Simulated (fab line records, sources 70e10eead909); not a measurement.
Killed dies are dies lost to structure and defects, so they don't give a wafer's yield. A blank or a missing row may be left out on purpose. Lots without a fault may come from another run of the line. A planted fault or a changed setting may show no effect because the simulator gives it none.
Chamber matching | flow nand_harc | NHARC_A_CONTACT_ETCH_92 on rie_diel-10: 4 sister chambers
The step etches the open film in CH3F/O2, target depth 40 nm, time 85.7 s. 8 wafers are shown with their chamber, then 7 later ones without.

WAFERS WITH THEIR CHAMBER
wafer  | chamber | showerhead_plenum_p_Torr (Torr) | drypump_motor_current_A (A)
L584.6 | 2       | 2.53                            | 6.01
L583.1 | 3       | 2.61                            | 5.89
L583.6 | 1       | 2.44                            | 5.62
L582.2 | 1       | 2.44                            | 5.64
L582.3 | 3       | 2.61                            | 5.90
L582.4 | 0       | 2.59                            | 5.32
L588.3 | 2       | 2.53                            | 6.01
L588.5 | 0       | 2.58                            | 5.30

WAFERS WITHOUT THEIR CHAMBER
wafer  | showerhead_plenum_p_Torr (Torr) | drypump_motor_current_A (A)
L588.6 | 2.44                            | 5.64
L590.1 | 2.58                            | 5.31
L590.2 | 2.60                            | 5.85
L590.4 | 2.44                            | 5.65
L589.1 | 2.53                            | 6.06
L589.4 | 2.58                            | 5.29
L589.6 | 2.44                            | 5.63

WHICH CHAMBER EACH WENT THROUGH
wafer  | from the rows above | in truth
L588.6 | 1                   | 1
L590.1 | 0                   | 0
L590.2 | 3                   | 3
L590.4 | 1                   | 1
L589.1 | 2                   | 2
L589.4 | 0                   | 0
L589.6 | 1                   | 1
Placed correctly: 7 of 7. Can't be placed from these rows: 0. Placed wrongly: 0.
How it was worked out, from the rows above alone: a wafer's distance from a chamber is the root of the sum, over the readings, of the square of ((its reading less the chamber's mean) divided by the reading's scatter). The wafer belongs to the nearest chamber; if the next one is less than 2 further off, it can't be placed. A chamber's mean is the mean of its shown wafers. The scatter: the root of (the sum of the squares of (reading less its chamber's mean) over the shown wafers, divided by (wafers less chambers)).
